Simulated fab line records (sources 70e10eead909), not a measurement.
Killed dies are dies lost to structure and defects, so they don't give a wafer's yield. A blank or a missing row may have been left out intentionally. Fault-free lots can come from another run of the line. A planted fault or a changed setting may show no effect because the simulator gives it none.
fab line records + flow nand-harc
record:
- lots: 5
- wafers: 15
- last-day: 24
route steps=1159 shown P_GATE@170 END@1159
lots that met no fault: from a run of the same line without faults
start-h: the number of hours between the record's first day and the start of the first shown wafer of the lot + wait-h: how many hours have passed since the lot's step before this one + " same as the row above + L1.1+2: a single row standing in for several wafers + - no value, or no start given + * or withheld: withheld + < > ~ a bound
route shown NAME@n: NAME is a module with steps in the file, n the number in the route of the first one + usual: average and standard deviation across the fault-free wafers + same: alike in all rows + chamber/n: place in a boat + sites: the reading at each site + _std_site: how widely they spread, as a standard deviation + _edge_site: the outer-site mean with the inner-site mean subtracted + radius-mm: for every site, how far away it sits from the centre of the wafer + mask NAME#n: copy n + behind: the tool/chamber that last shaped the wafer + hold: reason for holding the lot/hours on hold/outcome of the hold + device: transistor that didn't switch, given as n, p or np + end of line: at the end of the route, the tests of the same wafers + for a step that has no rows: nothing shown but its recipe + killed: dies that structure and defects cost at the first sort, which is not the same as the wafer's yield + map: the dies of a wafer, with x for killed, . for not killed, _ for no die there
set.NAME: the run value of the setting; set.NAME@STEP: its run value at that earlier step + model.NAME: the simulator's own value behind a step, which no gauge read
certain route steps with their lots: each step a table, each wafer a row
services: the hour from which a tool's chamber was out of use, counted from the record's first day as start-h (under 0 if before that day), plus the number of hours and why
== steps ==
step: NHARC_P_GATE_CD_MEAS_46
recipe:
- target-cd-nm: 720
- landing-energy-ev: 500
usual:
- cd-nm: 719.9/2
| lot.wafer | tool      | chamber | start-h | wait-h | cd-nm |
|-----------|-----------|---------|---------|--------|-------|
| L637.1    | cd-sem-03 | 0       | 126.39  | -      | 720.6 |
| L637.3    | "         | 0       | "       | "      | 722.8 |
| L637.5    | "         | 0       | "       | "      | 719.2 |
| L642.3    | cd-sem-02 | 0       | 143.97  | -      | 719.6 |
| L642.4    | "         | 0       | "       | "      | 718.7 |
| L642.5    | "         | 0       | "       | "      | 716.4 |
| L650.1    | cd-sem-02 | 0       | 186.08  | -      | 721.0 |
| L650.2    | "         | 0       | "       | "      | 718.9 |
| L650.5    | "         | 0       | "       | "      | 720.1 |
| L651.2    | cd-sem-03 | 0       | 187.13  | -      | 720.1 |
| L651.3    | "         | 0       | "       | "      | 721.0 |
| L651.4    | "         | 0       | "       | "      | 719.8 |
| L659.4    | cd-sem-03 | 0       | 244.43  | -      | 717.7 |
| L659.5    | "         | 0       | "       | "      | 719.5 |
| L659.6    | "         | 0       | "       | "      | 715.4 |
step: NHARC_P_GATE_HARDBAKE_47
recipe:
- temp-c: 125
- time-s: 80
step: NHARC_P_GATE_DESCUM_48
recipe:
- time-s: 3
- o2-flow-sccm: 200
- ar-flow-sccm: 0
- bias-power-w: 0
- chemistry: O2
usual:
- drypump-motor-current-A: 5.8/0.46
- oes-product-au: 0.999/0.01
- rf-vpp-V: 58.0/0.97
- showerhead-plenum-p-Torr: 1.97/0.073
- throttle-valve-pct: 11.311/0.01
| lot.wafer | tool        | chamber | start-h | wait-h | drypump-motor-current-A | oes-product-au | rf-hours-counter-h | rf-vpp-V | showerhead-plenum-p-Torr | throttle-valve-pct |
|-----------|-------------|---------|---------|--------|-------------------------|----------------|--------------------|----------|--------------------------|--------------------|
| L637.1    | rie-diel-09 | 2       | 126.57  | -      | 5.4                     | 1.003          | 12                 | 58.3     | 2.01                     | 11.321             |
| L637.3    | "           | 3       | "       | "      | 5.3                     | 1.001          | 13                 | 57.7     | 1.98                     | 11.328             |
| L637.5    | "           | 1       | "       | "      | 6.8                     | 0.974          | -                  | 56.9     | 1.92                     | 11.314             |
| L642.3    | rie-diel-13 | 3       | 144.15  | -      | 5.4                     | 1.010          | 13                 | 59.1     | 1.92                     | 11.310             |
| L642.4    | "           | 0       | "       | "      | 5.9                     | 0.992          | 12                 | 57.2     | 1.97                     | 11.309             |
| L642.5    | "           | 2       | "       | "      | 6.3                     | 0.995          | -                  | 57.4     | 1.84                     | 11.308             |
| L650.2    | rie-diel-13 | 3       | 186.24  | -      | 5.4                     | 1.006          | 29                 | 59.0     | 1.91                     | 11.324             |
| L650.1    | "           | 1       | "       | "      | 5.7                     | 0.991          | 30                 | 58.3     | 2.07                     | 11.313             |
| L650.5    | "           | 0       | "       | "      | 5.9                     | 0.997          | -                  | 57.6     | 1.97                     | 11.302             |
| L651.3    | rie-diel-13 | 2       | 187.29  | -      | 6.3                     | 0.986          | 31                 | 57.9     | 1.84                     | 11.326             |
| L651.4    | "           | 0       | "       | "      | 5.9                     | 0.996          | 29                 | 58.0     | 1.97                     | 11.295             |
| L651.2    | "           | 1       | "       | "      | 5.7                     | 0.983          | 31                 | 56.5     | 2.07                     | 11.312             |
| L659.4    | rie-diel-12 | 3       | 244.63  | -      | 5.3                     | 1.008          | 4                  | 59.7     | 2.01                     | 11.309             |
| L659.5    | "           | 0       | "       | "      | 5.4                     | 1.005          | -                  | 58.2     | 1.90                     | 11.314             |
| L659.6    | "           | 1       | "       | "      | 6.2                     | 0.995          | -                  | 57.7     | 1.99                     | 11.313             |
step: NHARC_P_GATE_IMPLANT_49
recipe:
- energy-kev: 30
- dose-cm2: 3e+15
- tilt-deg: 7
step: NHARC_P_GATE_STRIP_111
recipe:
- power-w: 1500
- temp-c: 110
- time-s: 250
- chemistry: N2/H2
usual:
- drypump-motor-current-A: 5.86/0.25
- heater-power-w: 79.8/2.7
- rf-refl-power-W: 23/5.5
| lot.wafer | tool            | chamber | start-h | wait-h | drypump-motor-current-A | heater-power-w | rf-hours-counter-h | rf-refl-power-W |
|-----------|-----------------|---------|---------|--------|-------------------------|----------------|--------------------|-----------------|
| L637.1    | plasma-asher-02 | 0       | 126.92  | 0.2    | 5.89                    | 81.3           | 39                 | 30              |
| L637.3    | "               | 1       | "       | "      | 6.26                    | 77.6           | -                  | 17              |
| L637.5    | "               | 0       | "       | "      | 5.85                    | 81.6           | -                  | 26              |
| L642.4    | plasma-asher-02 | 1       | 144.59  | 0.2    | 6.23                    | 75.3           | -                  | 17              |
| L642.3    | "               | 0       | "       | "      | 5.83                    | 83.4           | -                  | 26              |
| L642.5    | "               | 0       | "       | "      | 5.86                    | 82.2           | -                  | 26              |
| L650.1    | plasma-asher-01 | 0       | 187.04  | 0.6    | 5.98                    | 82.4           | 29                 | 17              |
| L650.2    | "               | 1       | "       | "      | 5.52                    | 79.8           | 29                 | 29              |
| L650.5    | "               | 0       | "       | "      | 5.98                    | 83.1           | -                  | 18              |
| L651.2    | plasma-asher-01 | 1       | 187.67  | 0.2    | 5.54                    | 79.5           | 29                 | 29              |
| L651.3    | "               | 1       | "       | "      | 5.54                    | 79.5           | -                  | 28              |
| L651.4    | "               | 0       | "       | "      | 5.98                    | 85.3           | -                  | 17              |
| L659.4    | plasma-asher-02 | 1       | 245.11  | 0.3    | 6.25                    | 76.1           | -                  | 17              |
| L659.5    | "               | 0       | "       | "      | 5.89                    | 81.6           | -                  | 25              |
| L659.6    | "               | 1       | "       | "      | 6.24                    | 73.4           | -                  | 16              |
step: NHARC_P_GATE_STRIP_75
recipe:
- power-w: 1500
- temp-c: 250
- chemistry: O2
usual:
- drypump-motor-current-A: 5.86/0.25
- heater-power-w: 299/9.8
- rf-refl-power-W: 22/5.5
| lot.wafer | tool            | chamber | start-h | wait-h | drypump-motor-current-A | heater-power-w | rf-hours-counter-h | rf-refl-power-W |
|-----------|-----------------|---------|---------|--------|-------------------------|----------------|--------------------|-----------------|
| L637.1    | plasma-asher-02 | 0       | 127.22  | 0.3    | 5.86                    | 305            | 39                 | 26              |
| L637.3    | "               | 1       | "       | "      | 6.22                    | 289            | -                  | 17              |
| L637.5    | "               | 0       | "       | "      | 5.89                    | 320            | -                  | 26              |
| L642.4    | plasma-asher-02 | 1       | 144.82  | 0.2    | 6.24                    | 285            | -                  | 17              |
| L642.3    | "               | 0       | "       | "      | 5.89                    | 301            | -                  | 27              |
| L642.5    | "               | 0       | "       | "      | 5.86                    | 305            | -                  | 27              |
| L650.1    | plasma-asher-01 | 0       | 187.35  | 0.3    | 5.97                    | 308            | 29                 | 17              |
| L650.2    | "               | 1       | "       | "      | 5.54                    | 296            | 29                 | 29              |
| L650.5    | "               | 0       | "       | "      | 5.97                    | 309            | -                  | 17              |
| L651.2    | plasma-asher-01 | 1       | 187.97  | 0.3    | 5.53                    | 290            | 30                 | 28              |
| L651.3    | "               | 1       | "       | "      | 5.52                    | 289            | -                  | 29              |
| L651.4    | "               | 0       | "       | "      | 5.94                    | 304            | -                  | 16              |
| L659.4    | plasma-asher-02 | 1       | 245.29  | 0.1    | 6.24                    | 284            | -                  | 17              |
| L659.5    | "               | 0       | "       | "      | 5.88                    | 306            | -                  | 28              |
| L659.6    | "               | 1       | "       | "      | 6.25                    | 283            | -                  | 17              |
step: NHARC_P_GATE_STRIP_50
recipe:
- time-s: 900
- temp-c: 130
- chemistry: SPM
step: NHARC_P_GATE_DEHYDRATE_51
recipe:
- temp-c: 150
- time-s: 120
step: NHARC_P_GATE_HMDS_52
recipe:
- time-s: 30
step: NHARC_P_GATE_COAT_53
recipe:
- spin-rpm: 3000
step: NHARC_P_GATE_SOFTBAKE_54
recipe:
- temp-c: 122
- time-s: 95
step: NHARC_P_GATE_EBR_55
step: NHARC_P_GATE_EXPOSE_56
recipe:
- na: 0.6
- target-cd-nm: 720
- dose-mj: 14.81
- mask-id: P_PSD
usual:
- reticle-temp-C: 23.00/0.11
| lot.wafer | tool           | chamber | start-h | wait-h | mask    | reticle-temp-C |
|-----------|----------------|---------|---------|--------|---------|----------------|
| L637.1    | krf-scanner-03 | 0       | 127.99  | -      | P_PSD#0 | 23.13          |
| L637.3    | "              | 0       | "       | "      | P_PSD#0 | 23.15          |
| L637.5    | "              | 0       | "       | "      | P_PSD#0 | 23.14          |
| L642.3    | krf-scanner-03 | 0       | 145.57  | -      | P_HVN#0 | 22.95          |
| L642.4    | "              | 0       | "       | "      | P_HVN#0 | 22.94          |
| L642.5    | "              | 0       | "       | "      | P_HVN#0 | 23.05          |
| L650.1    | krf-scanner-04 | 0       | 188.12  | -      | P_PSD#0 | 22.97          |
| L650.2    | "              | 0       | "       | "      | P_PSD#0 | 22.95          |
| L650.5    | "              | 0       | "       | "      | P_PSD#0 | 22.82          |
| L651.2    | krf-scanner-01 | 0       | 188.79  | -      | P_PSD#0 | 22.91          |
| L651.3    | "              | 0       | "       | "      | P_PSD#0 | 23.02          |
| L651.4    | "              | 0       | "       | "      | P_PSD#0 | 22.75          |
| L659.4    | krf-scanner-03 | 0       | 246.05  | -      | P_PSD#0 | 22.89          |
| L659.5    | "              | 0       | "       | "      | P_PSD#0 | 22.91          |
| L659.6    | "              | 0       | "       | "      | P_PSD#0 | 23.09          |
step: NHARC_P_GATE_PEB_57
recipe:
- peb-temp-c: 118
- peb-time-s: 85
step: NHARC_P_GATE_DEVELOP_58
recipe:
- time-s: 70
step: NHARC_P_GATE_CD_MEAS_59
recipe:
- target-cd-nm: 720
- landing-energy-ev: 500
usual:
- cd-nm: 719.3/1.6
| lot.wafer | tool      | chamber | start-h | wait-h | cd-nm |
|-----------|-----------|---------|---------|--------|-------|
| L637.1    | cd-sem-03 | 0       | 128.15  | -      | 721.9 |
| L637.3    | "         | 0       | "       | "      | 719.7 |
| L637.5    | "         | 0       | "       | "      | 718.4 |
| L642.3    | cd-sem-01 | 0       | 145.72  | -      | -     |
| L642.4    | "         | 0       | "       | "      | -     |
| L642.5    | "         | 0       | "       | "      | -     |
| L650.1    | cd-sem-03 | 0       | 188.27  | -      | 719.8 |
| L650.2    | "         | 0       | "       | "      | 717.7 |
| L650.5    | "         | 0       | "       | "      | 719.4 |
| L651.2    | cd-sem-01 | 0       | 188.95  | -      | 720.2 |
| L651.3    | "         | 0       | "       | "      | 722.3 |
| L651.4    | "         | 0       | "       | "      | 719.3 |
| L659.4    | cd-sem-03 | 0       | 246.20  | -      | 720.0 |
| L659.5    | "         | 0       | "       | "      | 718.7 |
| L659.6    | "         | 0       | "       | "      | 719.7 |
step: NHARC_P_GATE_HARDBAKE_60
recipe:
- temp-c: 125
- time-s: 80
step: NHARC_END_SORT_01
recipe:
- temp-c: 25
usual:
- killed-at-array: 29/9.4
- killed-at-other: 0.7/1.3
- killed-at-periphery: 2.9/2.1
- killed-dies: 32/9
- killed-open: 3.3/1.8
- killed-short: 1.9/1.4
same:
- gross-dies: 677
| lot.wafer | tool      | chamber | start-h | wait-h | hold                   | killed-at-array | killed-at-other | killed-at-periphery | killed-dies | killed-open | killed-short |
|-----------|-----------|---------|---------|--------|------------------------|-----------------|-----------------|---------------------|-------------|-------------|--------------|
| L637.1    | prober-01 | 0       | 479.39  | 2.5    | -                      | 20              | 0               | 4                   | 24          | 2           | 1            |
| L637.3    | prober-01 | 0       | 481.00  | 3.1    | -                      | 27              | 0               | 3                   | 30          | 3           | 3            |
| L637.5    | prober-01 | 0       | 482.61  | 3.7    | -                      | 29              | 0               | 7                   | 36          | 5           | 5            |
| L642.3    | prober-02 | 0       | 504.84  | 3.1    | await-dispo/2.6h/scrap | 18              | 0               | 659                 | 677         | 1           | 3            |
| L642.4    | prober-02 | 0       | 505.65  | 3.4    | await-dispo/2.6h/scrap | 18              | 0               | 659                 | 677         | 3           | 3            |
| L642.5    | prober-02 | 0       | 506.46  | 3.7    | await-dispo/2.6h/scrap | 19              | 0               | 658                 | 677         | 3           | 0            |
| L651.2    | prober-01 | 0       | 538.03  | 2.8    | -                      | 21              | 3               | 2                   | 26          | 3           | 3            |
| L651.3    | prober-01 | 0       | 538.83  | 3.1    | -                      | 12              | 6               | 0                   | 18          | 1           | 0            |
| L651.4    | prober-01 | 0       | 539.63  | 3.4    | -                      | 10              | 3               | 2                   | 15          | 1           | 2            |
| L650.1    | prober-02 | 0       | 555.74  | 2.5    | -                      | 37              | 0               | 2                   | 39          | 2           | 2            |
| L650.2    | prober-02 | 0       | 556.54  | 2.8    | -                      | 46              | 0               | 2                   | 48          | 5           | 0            |
| L650.5    | prober-02 | 0       | 558.93  | 3.7    | -                      | 39              | 0               | 2                   | 41          | 1           | 2            |
| L659.4    | prober-02 | 0       | 581.80  | 3.4    | -                      | 41              | 0               | 2                   | 43          | 3           | 1            |
| L659.5    | prober-02 | 0       | 582.60  | 3.7    | -                      | 22              | 1               | 0                   | 23          | 2           | 1            |
| L659.6    | prober-02 | 0       | 583.39  | 4.0    | -                      | 30              | 0               | 1                   | 31          | 6           | 1            |
killed by level:class
L637.1 A_SLIT:chamber-film-flake=11 P_GATE:chamber-film-flake=3 A_STAIRCASE:chamber-film-flake=2 A_ONON_D1:geometric-particle:short=1 A_CHANNEL_FILL_D1:geometric-particle:open=1 A_CONTACT:geometric-particle:open=1 P_ZERO_WELL:chamber-film-flake=1 A_CHANNEL_HOLE_D1:chamber-film-flake=1
L637.3 A_SLIT:chamber-film-flake=13 A_CHANNEL_HOLE_D1:chamber-film-flake=3 P_GATE:chamber-film-flake=2 A_CHANNEL_FILL_D1:chamber-film-flake=2 A_STAIRCASE:chamber-film-flake=2 A_CONTACT:chamber-film-flake=2 P_CONTACT:geometric-particle:short=1 A_ONON_D1:geometric-particle:open=1
L637.5 A_SLIT:chamber-film-flake=11 A_CHANNEL_HOLE_D1:chamber-film-flake=4 A_CONTACT:chamber-film-flake=4 A_CHANNEL_FILL_D1:chamber-film-flake=3 A_M0:chamber-film-flake=3 P_M0:geometric-particle:short=2 A_CONTACT:geometric-particle:open=2 P_GATE:geometric-particle:short=1
L642.3 P_GATE:area-expose=652 A_STAIRCASE:chamber-film-flake=6 A_CHANNEL_HOLE_D1:chamber-film-flake=5 P_GATE:geometric-particle:short=2 P_M1:chamber-film-flake=2 A_CONTACT:chamber-film-flake=2 A_CHANNEL_FILL_D1:geometric-particle:short=1 A_M0:geometric-particle:open=1
L642.4 P_GATE:area-expose=655 A_CHANNEL_HOLE_D1:chamber-film-flake=4 A_STAIRCASE:chamber-film-flake=3 A_CONTACT:geometric-particle:open=2 P_ZERO_WELL:chamber-film-flake=2 A_ZERO_WELL:chamber-film-flake=2 A_CONTACT:chamber-film-flake=2 A_SGD_CUT:geometric-particle:short=1
L642.5 P_GATE:area-expose=654 A_CHANNEL_HOLE_D1:chamber-film-flake=6 A_STAIRCASE:chamber-film-flake=5 A_ZERO_WELL:chamber-film-flake=3 P_ZERO_WELL:chamber-film-flake=2 A_ONON_D1:geometric-particle:open=1 A_SGD_CUT:geometric-particle:open=1 A_M0:geometric-particle:open=1
L651.2 A_CONTACT:chamber-film-flake=10 A_CHANNEL_HOLE_D1:chamber-film-flake=6 THIN_TSV:chamber-film-flake=3 P_CONTACT:geometric-particle:short=1 P_CONTACT:geometric-particle:open=1 A_CHANNEL_FILL_D1:geometric-particle:open=1 A_CHANNEL_FILL_D1:geometric-particle:short=1 A_WL_FILL:geometric-particle:short=1
L651.3 THIN_TSV:chamber-film-flake=6 A_CHANNEL_HOLE_D1:chamber-film-flake=5 A_CONTACT:chamber-film-flake=4 A_ZERO_WELL:chamber-film-flake=2 A_WL_FILL:geometric-particle:open=1
L651.4 A_CONTACT:chamber-film-flake=4 THIN_TSV:chamber-film-flake=3 P_BONDPAD:chamber-film-flake=2 A_CHANNEL_HOLE_D1:chamber-film-flake=2 A_CHANNEL_HOLE_D1:geometric-particle:short=1 A_M0:geometric-particle:open=1 A_M0:geometric-particle:short=1 A_CHANNEL_FILL_D1:chamber-film-flake=1
L650.1 A_SLIT:chamber-film-flake=17 A_CHANNEL_HOLE_D1:chamber-film-flake=15 A_CONTACT:chamber-film-flake=3 P_M0:geometric-particle:open=1 P_M0:geometric-particle:short=1 A_ONON_D1:geometric-particle:open=1 A_M0:geometric-particle:short=1
L650.2 A_SLIT:chamber-film-flake=21 A_CHANNEL_HOLE_D1:chamber-film-flake=13 A_CONTACT:chamber-film-flake=7 P_M0:geometric-particle:open=2 A_CHANNEL_HOLE_D1:geometric-particle:open=1 A_SGD_CUT:geometric-particle:open=1 A_CONTACT:geometric-particle:open=1 A_WL_FILL:chamber-film-flake=1
L650.5 A_SLIT:chamber-film-flake=17 A_CHANNEL_HOLE_D1:chamber-film-flake=12 A_CONTACT:chamber-film-flake=5 A_BLC:chamber-film-flake=2 P_M1:geometric-particle:short=1 A_ONON_D1:geometric-particle:open=1 A_WL_FILL:geometric-particle:short=1 P_M2:chamber-film-flake=1
L659.4 A_SLIT:chamber-film-flake=20 A_CONTACT:chamber-film-flake=8 A_STAIRCASE:chamber-film-flake=3 A_CHANNEL_HOLE_D1:chamber-film-flake=2 A_M1:chamber-film-flake=2 P_GATE:geometric-particle:open=1 P_CONTACT:geometric-particle:short=1 A_ONON_D1:geometric-particle:open=1
L659.5 A_SLIT:chamber-film-flake=13 A_CONTACT:chamber-film-flake=3 A_WL_FILL:chamber-film-flake=2 A_CHANNEL_FILL_D1:geometric-particle:short=1 A_WL_FILL:geometric-particle:open=1 STARTING-WAFER:geometric-particle:open=1 A_CHANNEL_HOLE_D1:unspecified=1 A_STAIRCASE:chamber-film-flake=1
L659.6 A_SLIT:chamber-film-flake=14 A_CHANNEL_HOLE_D1:unspecified=3 A_WL_FILL:geometric-particle:open=2 A_WL_FILL:chamber-film-flake=2 A_CONTACT:chamber-film-flake=2 P_GATE:geometric-particle:open=1 A_CHANNEL_HOLE_D1:geometric-particle:short=1 A_CHANNEL_FILL_D1:geometric-particle:open=1
map L642.3 (x killed, . not)
____________x____________
_________xxxxxxx_________
_______xxxxxxxxxxx_______
______xxxxxxxxxxxxx______
_____xxxxxxxxxxxxxxx_____
____xxxxxxxxxxxxxxxxx____
____xxxxxxxxxxxxxxxxx____
___xxxxxxxxxxxxxxxxxxx___
___xxxxxxxxxxxxxxxxxxx___
__xxxxxxxxxxxxxxxxxxxxx__
__xxxxxxxxxxxxxxxxxxxxx__
_xxxxxxxxxxxxxxxxxxxxxxx_
_xxxxxxxxxxxxxxxxxxxxxxx_
_xxxxxxxxxxxxxxxxxxxxxxx_
_xxxxxxxxxxxxxxxxxxxxxxx_
_xxxxxxxxxxxxxxxxxxxxxxx_
xxxxxxxxxxxxxxxxxxxxxxxxx
xxxxxxxxxxxxxxxxxxxxxxxxx
xxxxxxxxxxxxxxxxxxxxxxxxx
xxxxxxxxxxxxxxxxxxxxxxxxx
xxxxxxxxxxxxxxxxxxxxxxxxx
_xxxxxxxxxxxxxxxxxxxxxxx_
_xxxxxxxxxxxxxxxxxxxxxxx_
_xxxxxxxxxxxxxxxxxxxxxxx_
_xxxxxxxxxxxxxxxxxxxxxxx_
_xxxxxxxxxxxxxxxxxxxxxxx_
__xxxxxxxxxxxxxxxxxxxxx__
__xxxxxxxxxxxxxxxxxxxxx__
___xxxxxxxxxxxxxxxxxxx___
___xxxxxxxxxxxxxxxxxxx___
____xxxxxxxxxxxxxxxxx____
____xxxxxxxxxxxxxxxxx____
_____xxxxxxxxxxxxxxx_____
______xxxxxxxxxxxxx______
_______xxxxxxxxxxx_______
_________xxxxxxx_________
____________x____________
map L659.4 (x killed, . not)
____________.____________
_________......._________
_______..........._______
______.............______
_____..............._____
____.x...............____
____.................____
___..x...x.x..........___
___..xx...x...........___
__...................x.__
__.....xxxxx...........__
_......x..x......x...x.._
_.......x.x............._
_........xx.x..........._
_......xxx.xx.......x..._
_........x........x....._
..............x..........
x.......x.....x........x.
......x..................
.........................
.....x...................
_......................._
_....x..............x..._
_......................._
_......................._
_......................._
__.....................__
__.....................__
___....x..............___
___...................___
____.................____
____.................____
_____x.............._____
______.............______
_______.........x._______
_________x......_________
____________.____________
== services ==
| tool            | chamber | start-h | hours | kind       |
|-----------------|---------|---------|-------|------------|
| krf-scanner-04  | -       | 111.07  | 21.8  | repair     |
| rie-diel-12     | 0       | 112.39  | 14.9  | repair     |
| krf-scanner-04  | -       | 141.17  | 3.5   | repair     |
| rie-diel-13     | -       | 154.72  | 0.8   | repair     |
| krf-scanner-04  | -       | 158.82  | 0.6   | repair     |
| krf-scanner-04  | -       | 159.90  | 5.9   | repair     |
| krf-scanner-03  | -       | 168.00  | 4.0   | pm         |
| krf-scanner-01  | -       | 171.49  | 0.5   | repair     |
| plasma-asher-02 | -       | 178.54  | 2.7   | repair     |
| krf-scanner-04  | -       | 180.42  | 1.0   | repair     |
| plasma-asher-02 | -       | 183.41  | 9.0   | pm         |
| plasma-asher-02 | 0       | 183.41  | 9.0   | vent-cycle |
| plasma-asher-02 | 1       | 183.41  | 9.0   | vent-cycle |
| plasma-asher-02 | -       | 196.90  | 2.1   | repair     |
| rie-diel-13     | 0       | 199.13  | 4.1   | repair     |
| rie-diel-12     | -       | 202.40  | 9.0   | pm         |
| krf-scanner-03  | -       | 204.11  | 3.0   | repair     |
| krf-scanner-01  | -       | 216.76  | 1.9   | repair     |
| rie-diel-12     | 3       | 225.81  | 4.9   | repair     |
| rie-diel-13     | 1       | 232.74  | 8.7   | repair     |
| plasma-asher-01 | -       | 233.44  | 3.1   | repair     |
| krf-scanner-01  | -       | 235.47  | 7.3   | repair     |
| plasma-asher-02 | -       | 237.72  | 1.6   | repair     |
| rie-diel-09     | -       | 238.48  | 0.9   | repair     |
== key ==
first-sign:
- step: NHARC_P_GATE_EXPOSE_56
- reading: mask
- direction: changed
effect:
- step: NHARC_P_GATE_CD_MEAS_59
- reading: cd-nm
- direction: missing
effect:
- step: NHARC_END_SORT_01
- reading: killed-at-periphery
- direction: up
- sigmas: 99+
- usual: 2.9
- struck: 658.7
more-kills-born-at:
- NHARC_P_GATE_EXPOSE_56@krf-scanner-03: 1961
met-at NHARC_P_GATE_EXPOSE_56
struck-wafers L642.3,L642.4,L642.5
later-rows-left-out L642.3,L642.4,L642.5
tester-left-out L642
onset-between 127.99 145.57
fault:
- kind: wrong-mask
- tool: any
- chamber: -
- onset-h: 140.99
- steps: NHARC_P_GATE_EXPOSE_56
- aux-copy: P_HVN#0
- scope: struck-lots-only
tester-left-out: of these lots the tester's yield and bins aren't shown, on N5 and GAA mostly nor the transistor test; their killed dies are dies lost to structure and defects alone, not to doping, threshold or leakage, so they don't give the yield
later-rows-left-out: the simulator's readings of these wafers behind a module that went badly wrong aren't trusted and aren't shown, but for the sort
